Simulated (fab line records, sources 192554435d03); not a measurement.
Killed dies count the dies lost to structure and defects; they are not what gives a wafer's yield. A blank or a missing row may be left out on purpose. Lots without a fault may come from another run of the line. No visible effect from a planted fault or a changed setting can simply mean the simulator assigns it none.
fab line records ; flow n5_finfet
record lots=7; wafers=21
route steps=1938 shown BEOL_M5@1115 BEOL_M6@1220 BEOL_M7@1267 BEOL_M8@1349
start_h: start of the lot's first displayed wafer, in hours after the record's first day ; wait_h: how many hours have passed since the lot's step before this one ; " the same as in the row above ; L1.1+2: several wafers, shown together as one row ; - no value, or no start was given ; * or withheld: withheld ; < > ~ a bound
route shown NAME@n: a module of which the file shows steps, and the number in the route of the first ; usual: mean/standard deviation taken from wafers without a fault ; same: alike in all rows ; chamber/n: place in a boat ; sites: per-site readings ; _std_site: the values' standard deviation ; _edge_site: inner sites' mean taken away from outer sites' mean ; radius_mm: how far each site lies from the wafer's centre ; mask NAME#n: copy n ; behind: the last tool/chamber to shape the wafer ; hold: why the lot was held/for how many hours/how that ended ; device: which transistor (n, p or np) failed to switch ; end of line: tests run on the same wafers once the route is complete ; a step with no rows: only its recipe ; killed: dies that structure and defects cost at the first sort, which is not the same as the wafer's yield ; map: a wafer's dies, x killed, . not, _ none there
set.NAME: the run value of the setting; set.NAME@STEP: its run value at that earlier step ; model.NAME: the simulator's own value behind a step, which no gauge read
lots with deliberately changed settings; one table per step, one row per wafer
## steps
# step N5_BEOL_M5_PECVD_70
# recipe material=SiO2; target_thk_a=160; temp_c=400; precursor=TEOS/O2; pressure_torr=5.5; rf_w=450; teos_flow_sccm=53.8; gas=O2; flow_sccm=3000; time_s=18
lot.wafer;tool;chamber;start_h;wait_h;set.time_s;model.SiO2_of_BEOL_M5_PECVD_70.thk_nm
L075.2+6;pecvd-02;0,2;193.18;0.0;18;16
L075.3;pecvd-02;1;193.18;0.0;18;15.8
L076.1+2+3;pecvd-02;1,2,0;212.03;0.0;15.51;13.6
L077.1;pecvd-04;0;212.11;0.0;18;16
L077.2;pecvd-04;1;212.11;0.0;18;16.2
L077.3;pecvd-04;1;212.11;0.0;17.28;15.6
L083.3;pecvd-04;1;249.33;0.0;18;15.8
L083.4;pecvd-04;1;249.33;0.0;18;16.2
L083.5;pecvd-04;2;249.33;0.0;16.03;14.2
L085.2;pecvd-04;2;284.54;0.0;18;15.6
L085.4;pecvd-04;1;284.54;0.0;15.73;14
L085.6;pecvd-04;1;284.54;0.0;15.73;14.2
L092.1;pecvd-02;0;339.72;0.0;16.81;14.8
L092.3;pecvd-02;2;339.72;0.0;18;15.6
L092.6;pecvd-02;1;339.72;0.0;18;16.2
L096.3;pecvd-01;2;364.86;0.0;18;15.8
L096.4;pecvd-01;0;364.86;0.0;18.77;16.8
L096.5;pecvd-01;2;364.86;0.0;18.77;16.6
# step N5_BEOL_M5_COAT_60
# recipe resist=SiARC; temp_c=220; time_s=60; spin_rpm=1500; resist_thk_nm=12
lot.wafer;tool;chamber;start_h;wait_h;set.spin_rpm;model.SiARC_of_BEOL_M5_COAT_60.thk_nm
L075.2+3+6;litho_track-04;0;-;-;1500;12
L076.1;litho_track-03;0;-;-;1660;11.4
L076.2+3;litho_track-03;0;-;-;1500;12
L077.1+3;litho_track-04;0;-;-;1500;12
L077.2;litho_track-04;0;-;-;1352;12.8
L083.3;litho_track-03;0;-;-;1500;12
L083.4;litho_track-03;0;-;-;1642;11.6
L083.5;litho_track-03;0;-;-;1642;11.4
L085.2+4;litho_track-05;0;-;-;1500;12
L085.6;litho_track-05;0;-;-;1641;11.4
L092.1+3;litho_track-03;0;-;-;1500;12
L092.6;litho_track-03;0;-;-;1567;11.8
L096.3;litho_track-05;0;-;-;1640;11.4
L096.4+5;litho_track-05;0;-;-;1500;12
# step N5_BEOL_M5_COAT_05
# recipe resist=CAR-EUV; spin_rpm=1500; resist_thk_nm=30
lot.wafer;tool;chamber;start_h;wait_h;set.spin_rpm;model.CAR-EUV_of_BEOL_M5_COAT_05.thk_nm
L075.2+6;litho_track-04;0;-;-;1500;30.2
L075.3;litho_track-04;0;-;-;1500;30
L076.1+3;litho_track-03;0;-;-;1500;30
L076.2;litho_track-03;0;-;-;1500;29.8
L077.1;litho_track-04;0;-;-;1628;28.8
L077.2;litho_track-04;0;-;-;1500;30
L077.3;litho_track-04;0;-;-;1628;29
L083.3+5;litho_track-03;0;-;-;1332;31.8
L083.4;litho_track-03;0;-;-;1332;32
L085.2;litho_track-05;0;-;-;1500;30
L085.4+6;litho_track-05;0;-;-;1650;28.6
L092.1+6;litho_track-03;0;-;-;1500;30
L092.3;litho_track-03;0;-;-;1545;29.6
L096.3+5;litho_track-05;0;-;-;1500;30
L096.4;litho_track-05;0;-;-;1500;30.2
# step N5_BEOL_M5_EBR_07
# recipe solvent=PGMEA; ebr_width_mm=1.5
# step N5_BEOL_M5_SOFTBAKE_06
# recipe temp_c=110; time_s=60; resist=CAR-EUV
# step N5_BEOL_M5_DESCUM_16
# recipe chemistry=O2; time_s=7; source_power_w=50; bias_power_w=20; pressure_mtorr=20; rf_frequency_hz=2.712e+07; temp_c=40; resist=CAR-EUV; o2_flow_sccm=225
lot.wafer;tool;chamber;start_h;wait_h;set.spin_rpm@BEOL_M5_COAT_05;model.CAR-EUV_of_BEOL_M5_COAT_05.thk_nm
L075.2+3+6;rie_diel-04;3,2,2;196.36;0.0;1500;26.2
L076.1+2+3;rie_diel-01;2,1,0;213.72;0.1;1500;26
L077.1+3;rie_diel-04;1,2;213.90;0.3;1628;25
L077.2;rie_diel-04;0;213.90;0.3;1500;26.2
L083.3+4+5;rie_diel-04;0,3,0;251.85;0.2;1332;28
L085.2;rie_diel-04;1;285.13;0.0;1500;26
L085.4+6;rie_diel-04;2,0;285.13;0.0;1650;24.8
L092.1+6;rie_diel-02;0,1;341.07;0.0;1500;26
L092.3;rie_diel-02;3;341.07;0.0;1545;25.8
L096.3+4+5;rie_diel-04;2,0,2;366.86;0.1;1500;26.2
# step N5_BEOL_M5_ETCH_72
# recipe chemistry=N2/H2; target=underlayer; target_depth_a=65; mask_material=CAR-EUV; time_s=5.2; ion_energy_ev=200; pressure_mtorr=30; source_w=840; bias_w=150; n2_flow_sccm=200; h2_flow_sccm=200; ends=cleared
# step N5_BEOL_M5_ETCH_61
# recipe chemistry=CF4; target=SiARC; target_depth_a=156; mask_material=CAR-EUV; time_s=26; ion_energy_ev=80; pressure_mtorr=40; source_w=545; bias_w=36; Ar_flow_sccm=100; cf4_flow_sccm=100; ends=cleared
lot.wafer;tool;chamber;start_h;wait_h;set.spin_rpm@BEOL_M5_COAT_60;model.etch.depth_nm
L075.2+6;rie_diel-04;3,2;196.41;0.0;1500;12.05
L075.3;rie_diel-04;2;196.41;0.0;1500;12.04
L076.1;rie_diel-01;2;213.77;0.0;1660;11.43
L076.2;rie_diel-01;1;213.77;0.0;1500;12
L076.3;rie_diel-01;0;213.77;0.0;1500;11.99
L077.1;rie_diel-04;1;213.95;0.0;1500;12.02
L077.2;rie_diel-04;0;213.95;0.0;1352;12.72
L077.3;rie_diel-04;2;213.95;0.0;1500;12.06
L083.3;rie_diel-04;0;251.90;0.0;1500;12
L083.4;rie_diel-04;3;251.90;0.0;1642;11.51
L083.5;rie_diel-04;0;251.90;0.0;1642;11.49
L085.2;rie_diel-04;1;285.18;0.0;1500;12.01
L085.4;rie_diel-04;2;285.18;0.0;1500;12.02
L085.6;rie_diel-04;0;285.18;0.0;1641;11.49
L092.1;rie_diel-02;0;341.12;0.0;1500;11.96
L092.3;rie_diel-02;3;341.12;0.0;1500;11.98
L092.6;rie_diel-02;1;341.12;0.0;1567;11.72
L096.3;rie_diel-04;2;366.91;0.0;1640;11.44
L096.4+5;rie_diel-04;0,2;366.91;0.0;1500;11.92
# step N5_BEOL_M5_ETCH_62
# recipe chemistry=N2/H2; target=SOC; target_depth_a=750; overetch_a=150; mask_material=SiARC; temp_c=40; time_s=112.5; ion_energy_ev=200; pressure_mtorr=30; source_w=840; bias_w=150; n2_flow_sccm=200; h2_flow_sccm=200
lot.wafer;tool;chamber;start_h;wait_h;set.spin_rpm@BEOL_M5_COAT_60;model.SiARC_of_BEOL_M5_COAT_60.thk_nm
L075.2;rie_diel-04;3;196.44;0.0;1500;6.8
L075.3+6;rie_diel-04;2;196.44;0.0;1500;7
L076.1;rie_diel-01;2;213.80;0.0;1660;6.2
L076.2;rie_diel-01;1;213.80;0.0;1500;6.8
L076.3;rie_diel-01;0;213.80;0.0;1500;6.6
L077.1;rie_diel-04;1;213.98;0.0;1500;6.8
L077.2;rie_diel-04;0;213.98;0.0;1352;7.4
L077.3;rie_diel-04;2;213.98;0.0;1500;7
L083.3;rie_diel-04;0;251.92;0.0;1500;6.8
L083.4;rie_diel-04;3;251.92;0.0;1642;6.4
L083.5;rie_diel-04;0;251.92;0.0;1642;6.2
L085.2;rie_diel-04;1;285.21;0.0;1500;6.6
L085.4;rie_diel-04;2;285.21;0.0;1500;7
L085.6;rie_diel-04;0;285.21;0.0;1641;6.2
L092.1+3;rie_diel-02;0,3;341.14;0.0;1500;6.8
L092.6;rie_diel-02;1;341.14;0.0;1567;6.6
L096.3;rie_diel-04;2;366.94;0.0;1640;6.4
L096.4;rie_diel-04;0;366.94;0.0;1500;6.6
L096.5;rie_diel-04;2;366.94;0.0;1500;6.8
# step N5_BEOL_M6_COAT_71
# recipe resist=underlayer; temp_c=205; time_s=60; spin_rpm=1500; resist_thk_nm=5
lot.wafer;tool;chamber;start_h;wait_h;set.spin_rpm
L075.2+3+6;litho_track-01;0;-;-;1500
L076.1;litho_track-02;0;-;-;1500
L076.2+3;litho_track-02;0;-;-;1391
L077.1+2+3;litho_track-01;0;-;-;1500
L083.3+4;litho_track-01;0;-;-;1588
L083.5;litho_track-01;0;-;-;1500
L085.2+6;litho_track-01;0;-;-;1500
L085.4;litho_track-01;0;-;-;1384
L092.1+3+6;litho_track-02;0;-;-;1628
L096.3+4+5;litho_track-04;0;-;-;1500
# step N5_BEOL_M6_COAT_22
# recipe resist=CAR-EUV; spin_rpm=1500; resist_thk_nm=30
lot.wafer;tool;chamber;start_h;wait_h;set.spin_rpm;model.CAR-EUV_of_BEOL_M6_COAT_22.thk_nm
L075.2+3;litho_track-01;0;-;-;1500;30
L075.6;litho_track-01;0;-;-;1500;30.2
L076.1+3;litho_track-02;0;-;-;1587;29.2
L076.2;litho_track-02;0;-;-;1500;30
L077.1;litho_track-01;0;-;-;1500;30
L077.2;litho_track-01;0;-;-;1379;31.4
L077.3;litho_track-01;0;-;-;1379;31.6
L083.3+4+5;litho_track-01;0;-;-;1500;30
L085.2+4+6;litho_track-01;0;-;-;1500;30.2
L092.1;litho_track-02;0;-;-;1500;30.2
L092.3+6;litho_track-02;0;-;-;1565;29.4
L096.3;litho_track-04;0;-;-;1500;30
L096.4+5;litho_track-04;0;-;-;1638;28.8
# step N5_BEOL_M6_EBR_24
# recipe solvent=PGMEA; ebr_width_mm=1.5
# step N5_BEOL_M6_SOFTBAKE_23
# recipe temp_c=110; time_s=60; resist=CAR-EUV
# step N5_BEOL_M6_DESCUM_33
# recipe chemistry=O2; time_s=7; source_power_w=50; bias_power_w=20; pressure_mtorr=20; rf_frequency_hz=2.712e+07; temp_c=40; resist=CAR-EUV; o2_flow_sccm=225
lot.wafer;tool;chamber;start_h;wait_h;set.spin_rpm@BEOL_M6_COAT_22;model.CAR-EUV_of_BEOL_M6_COAT_22.thk_nm
L075.2+3+6;rie_diel-06;3,0,1;211.98;0.0;1500;26.2
L076.1+3;rie_diel-03;0,3;229.02;0.0;1587;25.2
L076.2;rie_diel-03;2;229.02;0.0;1500;26.2
L077.1;rie_diel-06;3;233.83;0.0;1500;26.2
L077.2+3;rie_diel-06;2,1;233.83;0.0;1379;27.6
L083.3+4;rie_diel-03;1,0;274.97;0.6;1500;26.2
L083.5;rie_diel-03;0;274.97;0.6;1500;26
L085.2+4+6;rie_diel-05;3,1,3;302.03;0.1;1500;26.2
L092.1;rie_diel-05;0;356.40;0.0;1500;26.2
L092.3+6;rie_diel-05;3,0;356.40;0.0;1565;25.6
L096.3;rie_diel-03;3;380.69;0.0;1500;26.2
L096.4+5;rie_diel-03;2,0;380.69;0.0;1638;24.8
# step N5_BEOL_M6_ETCH_72
# recipe chemistry=N2/H2; target=underlayer; target_depth_a=65; mask_material=CAR-EUV; time_s=5.2; ion_energy_ev=200; pressure_mtorr=30; source_w=840; bias_w=150; n2_flow_sccm=200; h2_flow_sccm=200; ends=cleared
lot.wafer;tool;chamber;start_h;wait_h;set.spin_rpm@BEOL_M6_COAT_71;model.etch.depth_nm
L075.2+3;rie_diel-06;3,0;212.01;0.0;1500;5.008
L075.6;rie_diel-06;1;212.01;0.0;1500;4.995
L076.1;rie_diel-03;0;229.05;0.0;1500;5.047
L076.2;rie_diel-03;2;229.05;0.0;1391;5.217
L076.3;rie_diel-03;3;229.05;0.0;1391;5.226
L077.1;rie_diel-06;3;233.86;0.0;1500;5.014
L077.2;rie_diel-06;2;233.86;0.0;1500;5.01
L077.3;rie_diel-06;1;233.86;0.0;1500;4.999
L083.3;rie_diel-03;1;275.00;0.0;1588;4.873
L083.4;rie_diel-03;0;275.00;0.0;1588;4.855
L083.5;rie_diel-03;0;275.00;0.0;1500;5.021
L085.2;rie_diel-05;3;302.06;0.0;1500;4.997
L085.4;rie_diel-05;1;302.06;0.0;1384;5.189
L085.6;rie_diel-05;3;302.06;0.0;1500;5.003
L092.1;rie_diel-05;0;356.44;0.0;1628;4.803
L092.3;rie_diel-05;3;356.44;0.0;1628;4.781
L092.6;rie_diel-05;0;356.44;0.0;1628;4.8
L096.3;rie_diel-03;3;380.73;0.0;1500;5.028
L096.4;rie_diel-03;2;380.73;0.0;1500;5.039
L096.5;rie_diel-03;0;380.73;0.0;1500;5.061
# step N5_BEOL_M7_HM_DEP_02
# recipe material=TiN; target_thk_a=200; temp_c=25; chamber_pressure_pa=0.49996
lot.wafer;tool;chamber;start_h;wait_h;set.target_thk_a;model.TiN_of_BEOL_M7_HM_DEP_02.thk_nm
L075.2;pvd_sputter-03;-;217.00;1.2;200;20
L075.3;pvd_sputter-03;-;217.00;1.2;200;20.4
L075.6;pvd_sputter-03;-;217.00;1.2;200;20.2
L076.1;pvd_sputter-03;-;236.30;0.1;224.1;22.4
L076.2;pvd_sputter-03;-;236.30;0.1;200;20
L076.3;pvd_sputter-03;-;236.30;0.1;224.1;22.2
L077.1+2;pvd_sputter-03;-;240.84;1.8;191.1;19
L077.3;pvd_sputter-03;-;240.84;1.8;200;19.8
L083.3;pvd_sputter-02;-;282.29;2.2;200;20.2
L083.4+5;pvd_sputter-02;-;282.29;2.2;177.3;18
L085.2;pvd_sputter-02;-;308.22;0.3;225;22.4
L085.4;pvd_sputter-02;-;308.22;0.3;200;19.8
L085.6;pvd_sputter-02;-;308.22;0.3;200;20
L092.1+6;pvd_sputter-02;-;363.14;0.5;207.9;20.8
L092.3;pvd_sputter-02;-;363.14;0.5;200;20
L096.3;pvd_sputter-03;-;387.52;2.6;222.8;22.2
L096.4;pvd_sputter-03;-;387.52;2.6;200;20.2
L096.5;pvd_sputter-03;-;387.52;2.6;222.8;22.4
# step N5_BEOL_M7_COAT_05
# recipe resist=CAR-ArF; spin_rpm=1500; resist_thk_nm=90
lot.wafer;tool;chamber;start_h;wait_h;set.spin_rpm;model.CAR-ArF_of_BEOL_M7_COAT_05.thk_nm
L075.2+3+6;litho_track-05;0;-;-;1500;90.4
L076.1+3;litho_track-05;0;-;-;1500;90
L076.2;litho_track-05;0;-;-;1500;90.2
L077.1+3;litho_track-03;0;-;-;1652;86
L077.2;litho_track-03;0;-;-;1500;90.4
L083.3;litho_track-03;0;-;-;1553;87.8
L083.4;litho_track-03;0;-;-;1500;89.6
L083.5;litho_track-03;0;-;-;1500;89.4
L085.2+4;litho_track-03;0;-;-;1500;89.8
L085.6;litho_track-03;0;-;-;1447;91.4
L092.1;litho_track-05;0;-;-;1500;90.4
L092.3;litho_track-05;0;-;-;1500;90.2
L092.6;litho_track-05;0;-;-;1406;93.6
L096.3+5;litho_track-05;0;-;-;1500;90.4
L096.4;litho_track-05;0;-;-;1500;90.2
# step N5_BEOL_M7_EBR_07
# recipe solvent=PGMEA; ebr_width_mm=1.5
# step N5_BEOL_M7_SOFTBAKE_06
# recipe temp_c=110; time_s=60; resist=CAR-ArF
# step N5_BEOL_M7_DESCUM_16
# recipe chemistry=O2; time_s=7.9; source_power_w=50; bias_power_w=20; pressure_mtorr=20; rf_frequency_hz=2.712e+07; temp_c=40; resist=CAR-ArF; o2_flow_sccm=225
lot.wafer;tool;chamber;start_h;wait_h;set.spin_rpm@BEOL_M7_COAT_05;model.CAR-ArF_of_BEOL_M7_COAT_05.thk_nm
L075.2+3;rie_diel-04;3,0;218.44;0.7;1500;83.8
L075.6;rie_diel-04;2;218.44;0.7;1500;84
L076.1+3;rie_diel-02;2,1;236.88;0.0;1500;83.4
L076.2;rie_diel-02;0;236.88;0.0;1500;83.6
L077.1+3;rie_diel-02;0,2;241.42;0.0;1652;79.4
L077.2;rie_diel-02;3;241.42;0.0;1500;83.8
L083.3;rie_diel-02;2;282.87;0.0;1553;81.4
L083.4;rie_diel-02;3;282.87;0.0;1500;83.2
L083.5;rie_diel-02;3;282.87;0.0;1500;82.8
L085.2+4;rie_diel-01;0,1;308.81;0.0;1500;83.2
L085.6;rie_diel-01;0;308.81;0.0;1447;84.8
L092.1;rie_diel-02;1;363.60;0.0;1500;83.8
L092.3;rie_diel-02;2;363.60;0.0;1500;83.6
L092.6;rie_diel-02;3;363.60;0.0;1406;87.2
L096.3+5;rie_diel-02;0;388.43;0.4;1500;83.8
L096.4;rie_diel-02;2;388.43;0.4;1500;83.6
# step N5_BEOL_M7_ETCH_61
# recipe chemistry=CF4; target=SiARC; target_depth_a=455; mask_material=CAR-ArF; time_s=75.8; ion_energy_ev=80; pressure_mtorr=40; source_w=545; bias_w=36; Ar_flow_sccm=100; cf4_flow_sccm=100; ends=cleared
lot.wafer;tool;chamber;start_h;wait_h;set.spin_rpm@BEOL_M7_COAT_05;model.CAR-ArF_of_BEOL_M7_COAT_05.thk_nm
L075.2+3+6;rie_diel-04;3,0,2;218.47;0.0;1500;51.2
L076.1+3;rie_diel-02;2,1;236.92;0.0;1500;50.8
L076.2;rie_diel-02;0;236.92;0.0;1500;51
L077.1+3;rie_diel-02;0,2;241.46;0.0;1652;46.8
L077.2;rie_diel-02;3;241.46;0.0;1500;51
L083.3;rie_diel-02;2;282.91;0.0;1553;48.6
L083.4;rie_diel-02;3;282.91;0.0;1500;50.6
L083.5;rie_diel-02;3;282.91;0.0;1500;50.4
L085.2+4;rie_diel-01;0,1;308.84;0.0;1500;50.6
L085.6;rie_diel-01;0;308.84;0.0;1447;52.2
L092.1;rie_diel-02;1;363.64;0.0;1500;51.2
L092.3;rie_diel-02;2;363.64;0.0;1500;51
L092.6;rie_diel-02;3;363.64;0.0;1406;54.4
L096.3+5;rie_diel-02;0;388.46;0.0;1500;51.2
L096.4;rie_diel-02;2;388.46;0.0;1500;51
# step N5_BEOL_M7_ETCH_62
# recipe chemistry=N2/H2; target=SOC; target_depth_a=1100; overetch_a=220; mask_material=SiARC; temp_c=40; time_s=165; ion_energy_ev=200; pressure_mtorr=30; source_w=840; bias_w=150; n2_flow_sccm=200; h2_flow_sccm=200
# step N5_BEOL_M7_STRIP_68
# recipe chemistry=N2/H2; temp_c=40; n2_flow_sccm=200; h2_flow_sccm=200; rf_frequency_hz=6e+07
# step N5_BEOL_M7_STRIP_67
# recipe chemistry=CF4; resist=SiARC; power_w=300; bias_power_w=75; pressure_mtorr=50; cf4_flow_sccm=150; rf_frequency_hz=6e+07
# step N5_BEOL_M7_HM_OPEN_17
# recipe chemistry=Cl2/BCl3; target_depth_a=200; overetch_a=60; target=TiN; mask_material=SOC; ion_energy_ev=150; pressure_mtorr=10; icp_w=1000; bias_w=126; Cl2_flow_sccm=53.25; bcl3_flow_sccm=21.75; Ar_flow_sccm=25
lot.wafer;tool;chamber;start_h;wait_h;set.target_thk_a@BEOL_M7_HM_DEP_02;model.etch.depth_nm
L075.2;rie_metal-03;0;218.72;0.0;200;20
L075.3;rie_metal-03;0;218.72;0.0;200;20.37
L075.6;rie_metal-03;1;218.72;0.0;200;20.28
L076.1;rie_metal-01;1;237.16;0.0;224.1;22.49
L076.2;rie_metal-01;0;237.16;0.0;200;19.9
L076.3;rie_metal-01;0;237.16;0.0;224.1;22.28
L077.1;rie_metal-01;1;241.70;0.0;191.1;18.98
L077.2;rie_metal-01;0;241.70;0.0;191.1;18.97
L077.3;rie_metal-01;1;241.70;0.0;200;19.84
L083.3;rie_metal-01;1;283.18;0.1;200;20.15
L083.4;rie_metal-01;0;283.18;0.1;177.3;17.92
L083.5;rie_metal-01;0;283.18;0.1;177.3;18.01
L085.2;rie_metal-03;0;309.09;0.0;225;22.48
L085.4;rie_metal-03;1;309.09;0.0;200;19.85
L085.6;rie_metal-03;1;309.09;0.0;200;20.02
L092.1;rie_metal-01;0;363.88;0.0;207.9;20.7
L092.3;rie_metal-01;0;363.88;0.0;200;19.97
L092.6;rie_metal-01;0;363.88;0.0;207.9;20.87
L096.3;rie_metal-02;1;388.74;0.1;222.8;22.28
L096.4;rie_metal-02;0;388.74;0.1;200;20.1
L096.5;rie_metal-02;0;388.74;0.1;222.8;22.34
# step N5_BEOL_M7_STRIP_19
# recipe chemistry=O2; power_w=400; temp_c=40; pressure_mtorr=30; rf_frequency_hz=6e+07; bias_power_w=0; overash_fraction=0.2; o2_flow_sccm=225
# step N5_BEOL_M7_STRIP_76
# recipe chemistry=C4F6/O2; resist=SiARC; rf_frequency_hz=6e+07
# step N5_BEOL_M7_STRIP_36
# recipe chemistry=N2/H2; power_w=450; temp_c=40; pressure_mtorr=20; rf_frequency_hz=6e+07; overash_fraction=0.3; bias_power_w=7; h2_frac=0.5; n2_flow_sccm=200; h2_flow_sccm=200
# step N5_BEOL_M7_TRENCH_ETCH_37
# recipe chemistry=C4F6/O2; target_depth_a=934.78; target=SiCOH_lowk; time_s=31.2; ion_energy_ev=250; pressure_mtorr=30; source_w=345; bias_w=185; Ar_flow_sccm=300; C4F6_flow_sccm=10; O2_flow_sccm=10
lot.wafer;tool;chamber;start_h;wait_h;set.target_thk_a@BEOL_M7_HM_DEP_02;model.TiN_of_BEOL_M7_HM_DEP_02.thk_nm
L075.2;rie_diel-04;3;-;-;200;17.4
L075.3;rie_diel-04;2;-;-;200;17.8
L075.6;rie_diel-04;3;-;-;200;17.6
L076.1;rie_diel-02;0;-;-;224.1;19.8
L076.2;rie_diel-02;2;-;-;200;17.2
L076.3;rie_diel-02;3;-;-;224.1;19.6
L077.1+2;rie_diel-01;0,1;-;-;191.1;16.4
L077.3;rie_diel-01;2;-;-;200;17.2
L083.3;rie_diel-01;2;-;-;200;17.6
L083.4;rie_diel-01;1;-;-;177.3;15.2
L083.5;rie_diel-01;3;-;-;177.3;15.4
L085.2;rie_diel-01;0;-;-;225;19.8
L085.4;rie_diel-01;2;-;-;200;17.2
L085.6;rie_diel-01;1;-;-;200;17.4
L092.1;rie_diel-02;1;-;-;207.9;18
L092.3;rie_diel-02;3;-;-;200;17.4
L092.6;rie_diel-02;1;-;-;207.9;18.2
L096.3+5;rie_diel-02;1,3;-;-;222.8;19.6
L096.4;rie_diel-02;3;-;-;200;17.4
# step N5_BEOL_M8_ETCH_61
# recipe chemistry=CF4; target=SiARC; target_depth_a=455; mask_material=CAR-ArF; time_s=75.8; ion_energy_ev=80; pressure_mtorr=40; source_w=545; bias_w=36; Ar_flow_sccm=100; cf4_flow_sccm=100; ends=cleared
# usual etch_rf_on_time_s=76.4/1.1; rf_vpp_V=183.7/1.2
lot.wafer;tool;chamber;start_h;wait_h;set.bias_w;etch_rf_on_time_s;rf_vpp_V
L075.2;rie_diel-03;3;226.16;0.0;36;75.6;184.2
L075.3;rie_diel-03;2;226.16;0.0;36;76.5;180.9
L075.6;rie_diel-03;3;226.16;0.0;36;75.3;184.7
L076.1;rie_diel-06;2;248.27;0.0;39.23;74.5;193.4
L076.2;rie_diel-06;3;248.27;0.0;39.23;74.1;194.2
L076.3;rie_diel-06;0;248.27;0.0;36;77.5;181.4
L077.1;rie_diel-03;1;248.54;0.0;36;75.8;184.0
L077.2;rie_diel-03;2;248.54;0.0;36;76.4;181.4
L077.3;rie_diel-03;3;248.54;0.0;30.25;79.6;163.3
L083.3;rie_diel-06;3;291.81;0.0;36;77.0;184.6
L083.4;rie_diel-06;3;291.81;0.0;36;76.6;182.5
L083.5;rie_diel-06;0;291.81;0.0;41.09;74.1;196.9
L085.2;rie_diel-05;1;316.63;0.0;36;73.4;185.3
L085.4;rie_diel-05;1;316.63;0.0;36;73.5;184.6
L085.6;rie_diel-05;3;316.63;0.0;33.18;77.2;174.5
L092.1;rie_diel-03;0;375.98;0.0;36;77.4;182.1
L092.3;rie_diel-03;3;375.98;0.0;33.23;78.3;176.3
L092.6;rie_diel-03;0;375.98;0.0;36;76.6;183.1
L096.3;rie_diel-06;0;403.22;0.0;36;76.9;185.3
L096.4;rie_diel-06;1;403.22;0.0;39.57;75.1;197.8
L096.5;rie_diel-06;0;403.22;0.0;39.57;74.3;197.1
## key
split step=N5_BEOL_M5_PECVD_70; setting=time_s; stated=18; by=wafer
response step=N5_BEOL_M5_PECVD_70; reading=model.SiO2_of_BEOL_M5_PECVD_70.thk_nm; change=+0.145; per=1%; r=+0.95
split step=N5_BEOL_M5_COAT_60; setting=spin_rpm; stated=1500; by=wafer
response step=N5_BEOL_M5_COAT_60; reading=model.SiARC_of_BEOL_M5_COAT_60.thk_nm; change=-0.0628; per=1%; r=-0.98
response step=N5_BEOL_M5_ETCH_61; reading=model.etch.depth_nm; change=-0.0564; per=1%; r=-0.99
response step=N5_BEOL_M5_ETCH_62; reading=model.SiARC_of_BEOL_M5_COAT_60.thk_nm; change=-0.049; per=1%; r=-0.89
split step=N5_BEOL_M5_COAT_05; setting=spin_rpm; stated=1500; by=wafer
response step=N5_BEOL_M5_COAT_05; reading=model.CAR-EUV_of_BEOL_M5_COAT_05.thk_nm; change=-0.135; per=1%; r=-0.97
response step=N5_BEOL_M5_DESCUM_16; reading=model.CAR-EUV_of_BEOL_M5_COAT_05.thk_nm; change=-0.126; per=1%; r=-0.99
split step=N5_BEOL_M6_COAT_71; setting=spin_rpm; stated=1500; by=wafer
response step=N5_BEOL_M6_ETCH_72; reading=model.etch.depth_nm; change=-0.0248; per=1%; r=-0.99
split step=N5_BEOL_M6_COAT_22; setting=spin_rpm; stated=1500; by=wafer
response step=N5_BEOL_M6_COAT_22; reading=model.CAR-EUV_of_BEOL_M6_COAT_22.thk_nm; change=-0.155; per=1%; r=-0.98
response step=N5_BEOL_M6_DESCUM_33; reading=model.CAR-EUV_of_BEOL_M6_COAT_22.thk_nm; change=-0.161; per=1%; r=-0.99
split step=N5_BEOL_M7_HM_DEP_02; setting=target_thk_a; stated=200; by=wafer
response step=N5_BEOL_M7_HM_DEP_02; reading=model.TiN_of_BEOL_M7_HM_DEP_02.thk_nm; change=+0.192; per=1%; r=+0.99
response step=N5_BEOL_M7_HM_OPEN_17; reading=model.etch.depth_nm; change=+0.199; per=1%; r=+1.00
response step=N5_BEOL_M7_TRENCH_ETCH_37; reading=model.TiN_of_BEOL_M7_HM_DEP_02.thk_nm; change=+0.2; per=1%; r=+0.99
split step=N5_BEOL_M7_COAT_05; setting=spin_rpm; stated=1500; by=wafer
response step=N5_BEOL_M7_COAT_05; reading=model.CAR-ArF_of_BEOL_M7_COAT_05.thk_nm; change=-0.461; per=1%; r=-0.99
response step=N5_BEOL_M7_DESCUM_16; reading=model.CAR-ArF_of_BEOL_M7_COAT_05.thk_nm; change=-0.466; per=1%; r=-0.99
response step=N5_BEOL_M7_ETCH_61; reading=model.CAR-ArF_of_BEOL_M7_COAT_05.thk_nm; change=-0.453; per=1%; r=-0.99
split step=N5_BEOL_M8_ETCH_61; setting=bias_w; stated=36; by=wafer
response step=N5_BEOL_M8_ETCH_61; reading=etch_rf_on_time_s; change=*; per=1%; r=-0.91
response step=N5_BEOL_M8_ETCH_61; reading=rf_vpp_V; change=+1.14; per=1%; r=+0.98
